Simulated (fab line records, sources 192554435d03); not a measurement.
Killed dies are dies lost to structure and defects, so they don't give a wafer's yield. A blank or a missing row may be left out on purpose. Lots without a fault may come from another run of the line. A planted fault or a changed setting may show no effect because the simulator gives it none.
Chamber matching | flow n5_finfet | N5_FIN_CUT_STRIP_22 on rie_diel-06: 4 sister chambers
The step strips in N2/H2. 4 wafers are shown with their chamber, then 11 later ones without.

WAFERS WITH THEIR CHAMBER
wafer  | chamber | showerhead_plenum_p_Torr (Torr)
L089.5 | 3       | 3.52
L090.1 | 1       | 3.32
L090.5 | 0       | 3.20
L091.3 | 2       | 3.31

WAFERS WITHOUT THEIR CHAMBER
wafer  | showerhead_plenum_p_Torr (Torr)
L091.5 | 3.32
L091.6 | 3.20
L093.2 | 3.20
L093.4 | 3.31
L093.6 | 3.20
L095.1 | 3.30
L095.3 | 3.31
L095.6 | 3.31
L096.1 | 3.31
L096.4 | 3.51
L096.5 | 3.51

WHICH CHAMBER EACH WENT THROUGH
wafer  | from the rows above     | in truth
L091.5 | can't be placed: 1 or 2 | 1
L091.6 | 0                       | 0
L093.2 | 0                       | 0
L093.4 | can't be placed: 2 or 1 | 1
L093.6 | 0                       | 0
L095.1 | can't be placed: 2 or 1 | 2
L095.3 | can't be placed: 2 or 1 | 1
L095.6 | can't be placed: 2 or 1 | 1
L096.1 | can't be placed: 2 or 1 | 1
L096.4 | 3                       | 3
L096.5 | 3                       | 3
Placed correctly: 5 of 11. Can't be placed from these rows: 6 (the true chamber is among the candidates in 6). Placed wrongly: 0.
How it was worked out, from the rows above alone: a wafer's distance from a chamber is the root of the sum, over the readings, of the square of ((its reading less the chamber's mean) divided by the reading's scatter). The wafer belongs to the nearest chamber; if the next one is less than 2 further off, it can't be placed. A chamber's mean is the mean of its shown wafers. The scatter: with one shown wafer a chamber, the root of the mean of the squares of how far each hidden wafer lies from its nearest shown one.
